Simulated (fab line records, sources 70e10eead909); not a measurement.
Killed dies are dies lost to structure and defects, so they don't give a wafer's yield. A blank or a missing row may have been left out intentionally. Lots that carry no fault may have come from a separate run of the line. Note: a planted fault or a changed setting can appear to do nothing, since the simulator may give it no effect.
fab line records	flow nandHarc
[record] lots = 7	wafers = 21	lastDay = 32
route steps=1302 shown P_STI@87
lots untouched by any fault: they come from a run of this same line in which no faults occurred
startH: hours from the record's opening day to when the first of the lot's shown wafers began	waitH: hours since the lot's step before	" same as the row above	L1.1+2: a row that stands for several wafers	- no value, or no start given	* or withheld: withheld	< > ~ a bound
route shown NAME@n: names a module that has steps shown in the file, with the first one's number in the route	usual: mean/standard deviation taken from wafers without a fault	same: alike in all rows	chamber/n: place in a boat	sites: readings site by site	_std_site: the standard deviation of these	_edge_site: outer sites' mean less inner sites'	radiusMm: for every site, how far away it sits from the centre of the wafer	mask NAME#n: copy n	behind: the tool/chamber that last shaped the wafer	hold: the reason the lot was held/the length of the hold in hours/how it ended	device: the transistor (n, p or np) that didn't switch	end of line: tests run on the same wafers once the route is complete	a step with no rows: only its recipe	killed: dies lost to structure and defects at the first sort, not the wafer's yield	map: per-die view of a wafer (x killed, . not killed, _ where there is no die)
set.NAME: the setting the step ran with; set.NAME@STEP: the setting that earlier step ran with	model.NAME: the simulator's own value behind a step, which no gauge read
lots at selected steps of the route; one table per step, one row per wafer
services: a tool's chamber out of use, with start hour (startH, from the record's first day; less than 0 if before it), hours out, and reason
[[steps]]
[step NHARC_P_STI_DESCUM_14]
[recipe] timeS = 3	o2FlowSccm = 200	arFlowSccm = 0	biasPowerW = 0	chemistry = O2
[usual] drypumpMotorCurrentA = 5.58/0.28	oesProductAu = 1.003/0.011	rfVppV = 57.6/0.93	showerheadPlenumPTorr = 1.90/0.072	throttleValvePct = 11.312/0.009
lot.wafer	tool	chamber	startH	waitH	drypumpMotorCurrentA	oesProductAu	rfHoursCounterH	rfVppV	showerheadPlenumPTorr	throttleValvePct
L208.1	rieDiel-11	3	63.46	-	6.05	1.003	7	58.3	1.81	11.311
L208.3	"	0	"	"	5.61	1.020	7	58.3	1.88	11.315
L208.4	"	1	"	"	5.59	0.997	7	59.4	2.03	11.300
L214.4	rieDiel-09	3	124.90	-	5.87	0.991	8	57.6	1.99	11.305
L214.5	"	3	"	"	5.87	0.993	-	58.6	1.99	11.310
L214.6	"	0	"	"	5.43	0.991	-	57.4	1.96	11.311
L215.2	rieDiel-10	1	134.97	-	5.09	1.015	6	56.8	1.84	11.301
L215.4	"	2	"	"	5.57	1.009	6	57.8	1.89	11.311
L215.5	"	0	"	"	5.27	1.005	-	57.5	1.97	11.324
L216.4	rieDiel-10	3	146.12	-	5.75	0.994	7	58.0	1.86	11.320
L216.3	"	0	"	"	5.26	0.988	7	56.9	1.97	11.327
L216.6	"	3	"	"	5.76	0.994	-	56.4	1.86	11.305
L220.1	rieDiel-11	0	182.97	-	5.63	1.013	3	57.7	1.88	11.326
L220.3	"	1	"	"	5.58	1.005	4	58.5	2.03	11.312
L220.2	"	2	"	"	5.27	1.001	4	56.7	1.87	11.309
L222.2	rieDiel-10	2	203.15	-	5.56	1.011	12	57.7	1.89	11.313
L222.1	"	0	"	"	5.31	0.999	12	57.8	1.97	11.311
L222.6	"	2	"	"	5.55	1.015	-	56.2	1.89	11.314
L225.2	rieDiel-09	1	239.73	-	5.56	1.014	5	56.5	1.78	11.296
L225.3	"	2	"	"	6.02	0.999	6	56.8	1.92	11.311
L225.6	"	1	"	"	5.60	1.029	-	57.4	1.78	11.303
[step NHARC_P_STI_ETCH_42]
[recipe] targetDepthA = 800	overetchA = 240	timeS = 61	ionEnergyEv = 200	n2FlowSccm = 150	h2FlowSccm = 150	arFlowSccm = 0	rfW = 400	biasW = 150	chemistry = N2/H2
[usual] biasW = 150.0/0.45	drypumpMotorCurrentA = 5.59/0.29	oesProductAu = 1.002/0.011	rfFwdPowerW = 396.3/1.5	rfVppV = 430.0/2.4	showerheadPlenumPTorr = 2.02/0.078	throttleValvePct = 14.170/0.0084
lot.wafer	tool	chamber	startH	waitH	biasW	drypumpMotorCurrentA	oesProductAu	rfFwdPowerW	rfHoursCounterH	rfVppV	showerheadPlenumPTorr	throttleValvePct
L208.1	rieDiel-11	3	63.55	0.1	149.6	6.02	1.008	397.5	7	426.5	1.93	14.165
L208.4	"	0	"	"	150.1	5.60	1.018	394.8	7	430.2	2.00	14.161
L208.3	"	1	"	"	150.5	5.61	0.996	395.6	7	433.4	2.17	14.163
L214.4	rieDiel-09	2	124.99	0.1	150.0	6.01	0.973	394.7	8	430.0	2.05	14.176
L214.6	"	2	"	"	149.5	6.04	0.971	395.8	-	431.3	2.05	14.182
L214.5	"	3	"	"	150.8	5.90	0.993	397.4	-	433.2	2.12	14.180
L215.2	rieDiel-10	0	135.05	0.1	149.7	5.30	0.989	394.1	6	432.1	2.10	14.187
L215.4	"	1	"	"	150.8	5.08	1.023	395.3	6	426.3	1.95	14.175
L215.5	"	0	"	"	150.1	5.28	1.004	395.0	-	431.3	2.10	14.168
L216.4	rieDiel-10	1	146.20	0.1	149.8	5.09	1.017	395.4	7	427.6	1.95	14.163
L216.3	"	3	"	"	149.6	5.75	0.984	393.0	7	427.9	1.98	14.176
L216.6	"	1	"	"	150.2	5.09	1.021	396.4	-	428.8	1.96	14.175
L220.2	rieDiel-11	1	183.05	0.1	150.2	5.57	1.009	396.9	4	434.2	2.16	14.179
L220.3	"	2	"	"	150.4	5.29	1.001	396.3	4	428.3	1.99	14.171
L220.1	"	0	"	"	150.2	5.60	1.005	394.3	3	430.2	2.00	14.172
L222.1	rieDiel-10	3	203.24	0.1	150.3	5.76	0.992	396.5	12	428.5	1.98	14.167
L222.2	"	0	"	"	149.6	5.29	0.995	395.5	12	433.0	2.10	14.179
L222.6	"	2	"	"	149.9	5.56	1.014	397.0	-	428.9	2.01	14.177
L225.3	rieDiel-09	3	239.81	0.1	149.7	5.89	1.002	395.6	5	433.8	2.12	14.178
L225.2	"	0	"	"	149.7	5.39	1.010	396.6	5	430.9	2.09	14.167
L225.6	"	0	"	"	150.3	5.38	1.013	398.4	-	432.6	2.08	14.167
[step NHARC_P_STI_ETCH_31]
[recipe] targetDepthA = 1089	timeS = 54.5	cf4FlowSccm = 100	chf3FlowSccm = 30	arFlowSccm = 0	rfW = 500	biasW = 200	chemistry = CF4/CHF3
[usual] biasW = 200.0/0.62	drypumpMotorCurrentA = 5.59/0.3	oesProductAu = 0.965/0.017	rfFwdPowerW = 494.8/2.2	rfVppV = 370.2/2	showerheadPlenumPTorr = 1.56/0.055	throttleValvePct = 16.802/0.0084
lot.wafer	tool	chamber	startH	waitH	biasW	drypumpMotorCurrentA	oesProductAu	rfFwdPowerW	rfHoursCounterH	rfVppV	showerheadPlenumPTorr	throttleValvePct
L208.1	rieDiel-11	2	-	-	201.3	5.28	0.970	493.6	7	369.3	1.54	16.807
L208.3	"	0	"	"	200.9	5.62	0.964	489.9	7	371.1	1.55	16.814
L208.4	"	1	"	"	199.2	5.63	0.959	495.2	7	373.0	1.66	16.811
L214.4	rieDiel-09	3	-	-	199.3	5.85	0.938	494.5	8	371.6	1.63	16.790
L214.6	"	2	"	"	200.0	6.02	0.952	492.1	-	371.2	1.58	16.800
L214.5	"	3	"	"	199.7	5.88	0.951	496.4	-	371.5	1.63	16.805
L215.2	rieDiel-10	0	-	-	199.8	5.31	0.958	492.9	6	371.8	1.62	16.801
L215.4	"	1	"	"	200.2	5.10	0.975	497.0	6	368.4	1.51	16.799
L215.5	"	1	"	"	201.3	5.10	0.971	495.8	-	370.0	1.51	16.803
L216.4	rieDiel-10	0	-	-	200.5	5.30	0.970	493.5	7	372.8	1.62	16.788
L216.3	"	2	"	"	199.0	5.54	0.961	494.2	6	368.5	1.55	16.802
L216.6	"	0	"	"	200.2	5.29	0.968	493.9	-	371.9	1.62	16.798
L220.3	rieDiel-11	1	-	-	200.2	5.58	0.965	496.5	4	374.6	1.66	16.792
L220.1	"	2	"	"	199.3	5.28	0.983	494.5	4	369.4	1.54	16.798
L220.2	"	3	"	"	198.4	6.03	0.981	497.2	4	368.8	1.49	16.820
L222.2	rieDiel-10	1	-	-	200.4	5.09	0.990	497.2	12	369.4	1.51	16.809
L222.1	"	2	"	"	200.2	5.54	0.964	495.5	12	369.4	1.55	16.789
L222.6	"	1	"	"	199.7	5.07	0.985	495.1	-	369.5	1.51	16.811
L225.3	rieDiel-09	0	-	-	200.1	5.42	0.961	496.3	5	371.4	1.61	16.799
L225.2	"	1	"	"	199.4	5.55	0.971	499.3	5	367.7	1.47	16.803
L225.6	"	3	"	"	200.3	5.86	0.982	495.6	-	372.8	1.63	16.798
[step NHARC_P_STI_ETCH_15]
[recipe] targetDepthA = 3000	taperDeg = 4	timeS = 100.1	hbrFlowSccm = 150	cl2FlowSccm = 50	rfW = 400	icpW = 400	biasW = 100	chemistry = HBr/Cl2
[usual] biasW = 100.03/0.29	drypumpMotorCurrentA = 6.0/0.49	hbrFlowSccm = 150.1/0.46	oesProductAu = 1.000/0.0091	rfFwdPowerW = 397.5/1.3	throttleValvePct = 26.406/0.0097
lot.wafer	tool	chamber	startH	waitH	biasW	drypumpMotorCurrentA	hbrFlowSccm	oesProductAu	rfFwdPowerW	rfHoursCounterH	throttleValvePct
L208.1	rieSi-06	0	63.74	-	99.71	6.6	149.7	1.013	399.5	1.1	26.402
L208.4	"	1	"	"	99.64	5.7	150.0	0.992	398.3	1.0	26.403
L208.3	"	2	"	"	100.04	6.5	150.0	1.003	398.0	1.2	26.420
L214.4	rieSi-05	2	125.19	-	100.48	5.4	150.2	1.002	395.4	1.0	26.394
L214.6	"	1	"	"	100.59	6.0	150.4	0.993	398.0	-	26.400
L214.5	"	2	"	"	99.99	5.4	149.9	1.004	397.0	-	26.414
L215.2	rieSi-06	2	135.25	-	99.31	6.5	150.1	1.012	399.2	0.4	26.412
L215.4	"	3	"	"	99.91	5.2	150.6	1.008	398.1	0.3	26.401
L215.5	"	2	"	"	99.80	6.5	149.8	1.006	398.8	-	26.418
L216.3	rieSi-01	2	146.38	-	99.77	5.5	150.9	0.990	396.6	0.6	26.410
L216.4	"	3	"	"	99.90	6.2	150.8	0.994	397.0	0.6	26.414
L216.6	"	2	"	"	99.79	5.5	149.8	0.984	396.5	-	26.411
L220.3	rieSi-05	3	183.26	-	99.80	6.6	150.0	0.993	396.1	0.2	26.416
L220.2	"	0	"	"	100.00	5.9	149.9	1.020	397.9	0.2	26.402
L220.1	"	1	"	"	100.02	6.0	150.5	0.982	397.8	0.3	26.397
L222.1	rieSi-06	3	203.44	-	99.97	5.2	149.4	1.003	394.9	0.7	26.425
L222.2	"	0	"	"	99.81	6.6	150.3	0.981	399.6	0.9	26.417
L222.6	"	3	"	"	99.95	5.2	150.2	1.008	394.0	-	26.402
L225.2	rieSi-05	0	240.00	-	100.13	5.9	151.0	1.007	395.7	0.5	26.408
L225.3	"	1	"	"	100.11	6.0	149.9	0.985	397.7	0.6	26.398
L225.6	"	0	"	"	99.73	5.9	150.9	0.995	399.0	-	26.411
[step NHARC_P_STI_CD_MEAS_16]
[usual] cdNm = 199.8/2.2
lot.wafer	tool	chamber	startH	waitH	cdNm
L208.1	cdSem-03	-	63.90	-	198.7
L208.3	"	-	"	"	202.3
L208.4	"	-	"	"	202.3
L214.4	cdSem-02	-	125.35	-	199.8
L214.5	"	-	"	"	195.9
L214.6	"	-	"	"	198.1
L215.2	cdSem-02	-	135.40	-	199.5
L215.4	"	-	"	"	200.8
L215.5	"	-	"	"	199.2
L216.3	cdSem-02	-	146.55	-	204.3
L216.4	"	-	"	"	203.9
L216.6	"	-	"	"	203.1
L220.1	cdSem-01	-	183.41	-	203.2
L220.2	"	-	"	"	200.1
L220.3	"	-	"	"	196.1
L222.1	cdSem-03	-	203.58	-	198.8
L222.2	"	-	"	"	197.2
L222.6	"	-	"	"	197.8
L225.2	cdSem-02	-	240.16	-	201.1
L225.3	"	-	"	"	201.5
L225.6	"	-	"	"	200.3
[step NHARC_P_STI_OCD_MEAS_17]
[usual] trenchDepthNm = 301/3.7	trenchFootCdNm = 158.3/2.1
lot.wafer	tool	chamber	startH	waitH	trenchDepthNm	trenchFootCdNm
L208.1	ocd-01	-	63.99	0.1	302	156.0
L208.3	"	-	"	"	304	159.0
L208.4	"	-	"	"	301	159.1
L214.4	ocd-01	-	125.43	0.1	303	157.8
L214.5	"	-	"	"	301	153.9
L214.6	"	-	"	"	298	157.5
L215.2	ocd-01	-	135.49	0.1	305	158.0
L215.4	"	-	"	"	302	158.4
L215.5	"	-	"	"	305	157.8
L216.3	ocd-01	-	146.64	0.1	296	163.4
L216.4	"	-	"	"	298	161.3
L216.6	"	-	"	"	297	161.4
L220.1	ocd-01	-	183.49	0.1	295	160.7
L220.2	"	-	"	"	307	157.5
L220.3	"	-	"	"	299	155.4
L222.1	ocd-01	-	203.67	0.1	302	157.8
L222.2	"	-	"	"	295	157.7
L222.6	"	-	"	"	301	157.3
L225.2	ocd-01	-	240.25	0.1	302	159.3
L225.3	"	-	"	"	295	160.3
L225.6	"	-	"	"	298	158.9
[step NHARC_P_STI_STRIP_19]
[recipe] timeS = 900	tempC = 130	chemistry = SPM
[step NHARC_P_STI_PRECLEAN_32]
[recipe] timeS = *	tempC = 50	bathAgeMin = 0	chemistry = SC1
[step NHARC_P_STI_SRD_23]
[step NHARC_P_STI_OCD_MEAS_43]
[usual] trenchDepthNm = 301/3.8	trenchFootCdNm = 158.2/2.2
lot.wafer	tool	chamber	startH	waitH	trenchDepthNm	trenchFootCdNm
L208.1	ocd-01	-	64.50	-	303	156.0
L208.3	"	-	"	"	303	158.9
L208.4	"	-	"	"	300	158.9
L214.4	ocd-01	-	125.95	-	303	158.4
L214.5	"	-	"	"	301	153.7
L214.6	"	-	"	"	297	157.4
L215.2	ocd-01	-	136.00	-	305	157.8
L215.4	"	-	"	"	302	158.3
L215.5	"	-	"	"	305	157.0
L216.3	ocd-01	-	147.14	-	296	163.7
L216.4	"	-	"	"	297	161.0
L216.6	"	-	"	"	297	161.5
L220.1	ocd-01	-	184.00	-	295	160.4
L220.2	"	-	"	"	307	157.6
L220.3	"	-	"	"	298	155.4
L222.1	ocd-01	-	204.18	-	302	156.9
L222.2	"	-	"	"	295	157.9
L222.6	"	-	"	"	301	157.0
L225.2	ocd-01	-	240.76	-	303	159.4
L225.3	"	-	"	"	297	160.5
L225.6	"	-	"	"	298	158.8
[step NHARC_P_STI_OXIDE_33]
[recipe] targetThkA = 100	tempC = 1000	oxTimeS = 281	material = SiO2
[step NHARC_P_STI_HDPCVD_20]
[recipe] targetThkA = withheld	sigmaOpenFrac = withheld	material = SiO2
[step NHARC_P_STI_ANNEAL_34]
[recipe] tempC = 1000	timeS = 1800
[usual] runLengthS = 1826/7.9	spikeTcBottomC = 1020.7/1.1
lot.wafer	tool	chamber	startH	waitH	runLengthS	spikeTcBottomC
L208.1	furnace-06	0	76.67	4.1	1805	1020.5
L208.3	"	0	"	"	1805	1022.0
L208.4	"	0	"	"	1805	1021.7
L214.4	furnace-06	-	139.27	4.0	-	-
L214.5	"	-	"	"	-	-
L214.6	"	-	"	"	-	-
L215.2	furnace-03	-	150.83	4.9	-	-
L215.4	"	-	"	"	-	-
L215.5	"	-	"	"	-	-
L216.3	furnace-03	-	159.33	3.5	-	-
L216.4	"	-	"	"	-	-
L216.6	"	-	"	"	-	-
L220.1	furnace-03	0	204.47	5.8	1833	1021.1
L220.2	"	0	"	"	1833	1021.8
L220.3	"	0	"	"	1833	1022.6
L222.1	furnace-06	0	219.95	7.3	1812	1020.7
L222.2	"	0	"	"	1812	1020.5
L222.6	"	0	"	"	1812	1020.5
L225.2	furnace-01	0	256.56	3.8	1832	1020.4
L225.3	"	0	"	"	1832	1021.9
L225.6	"	0	"	"	1832	1021.8
[step NHARC_P_STI_CMP_21]
[recipe] tOverpolishS = 20	targetThkNm = 380.67
[usual] motorCurrentA = 12.0/1.1	overpolishRunS = 19.999/0.0089
lot.wafer	tool	chamber	startH	waitH	motorCurrentA	overpolishRunS
L208.4	cmp-04	2	81.52	0.4	11.6	19.991
L208.1	"	0	"	"	13.3	20.004
L208.3	"	1	"	"	10.8	19.991
L214.4	cmp-02	0	144.15	0.4	12.0	19.995
L214.5	"	2	"	"	10.9	20.005
L214.6	"	3	"	"	15.7	20.012
L215.2	cmp-04	3	155.75	0.4	13.4	19.988
L215.4	"	0	"	"	12.8	20.005
L215.5	"	3	"	"	13.1	19.991
L216.3	cmp-03	0	164.18	0.4	12.6	19.978
L216.4	"	3	"	"	12.0	20.007
L216.6	"	0	"	"	12.8	20.013
L220.2	cmp-02	1	209.40	0.4	11.8	20.001
L220.3	"	3	"	"	14.4	20.017
L220.1	"	0	"	"	12.4	20.004
L222.2	cmp-03	2	224.92	0.4	11.6	20.005
L222.1	"	1	"	"	12.0	20.010
L222.6	"	2	"	"	11.4	19.987
L225.2	cmp-03	3	261.56	0.4	11.2	19.987
L225.3	"	0	"	"	12.8	19.992
L225.6	"	2	"	"	11.6	19.994
[[services]]
tool	chamber	startH	hours	kind
rieSi-05	1	61.80	7.6	repair
rieDiel-10	-	65.50	9.0	pm
rieSi-06	-	72.00	9.0	pm
cmp-04	-	72.09	1.1	repair
cmp-03	-	78.95	4.0	pm
rieDiel-11	-	80.47	9.0	pm
rieDiel-09	-	84.08	0.4	repair
rieDiel-09	0	89.14	13.9	repair
cmp-04	-	106.06	2.7	repair
rieSi-05	-	106.86	0.2	repair
rieDiel-11	-	111.17	0.2	repair
rieDiel-10	0	111.72	4.1	repair
rieDiel-10	2	118.51	4.3	repair
rieSi-05	-	128.00	9.0	pm
rieDiel-09	3	134.55	3.3	repair
rieSi-05	2	140.00	2.0	repair
rieDiel-09	-	143.10	9.0	pm
cmp-03	-	176.95	4.0	pm
rieSi-06	1	226.03	4.0	repair
rieSi-05	1	227.42	7.9	repair
cmp-03	-	229.58	4.1	repair
rieDiel-10	-	242.50	9.0	pm
rieSi-06	-	249.00	9.0	pm
rieDiel-11	-	257.47	9.0	pm
[[key]]
[firstSign] step = NHARC_P_STI_ANNEAL_34	reading = toolRecord	direction = missing
effect none on later readings
metAt NHARC_P_STI_ANNEAL_34
struckWafers L214.4,L214.5,L214.6,L215.2,L215.4,L215.5,L216.3,L216.4,L216.6
laterRowsLeftOut L214.4,L214.5,L214.6,L215.2,L215.4,L215.5,L216.3,L216.4,L216.6
sortLeftOut L214.4,L214.5,L214.6,L215.2,L215.4,L215.5,L216.3,L216.4,L216.6
testerLeftOut L214,L215,L216
onsetBetween 76.67 139.27
[fault] kind = skippedStepWhole	tool = furnace-03,furnace-06	chamber = -	onsetH = 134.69	steps = NHARC_P_STI_ANNEAL_34	scope = struckLotsOnly
// testerLeftOut: of these lots the tester's yield and bins aren't shown, on N5 and GAA mostly nor the transistor test; their killed dies are dies lost to structure and defects alone, not to doping, threshold or leakage, so they don't give the yield
// sortLeftOut: the simulated sort isn't trusted on such a fault, so these wafers' sort isn't shown, and their yield isn't known
// laterRowsLeftOut: the simulator's readings of these wafers behind a module that went badly wrong aren't trusted and aren't shown, but for the sort
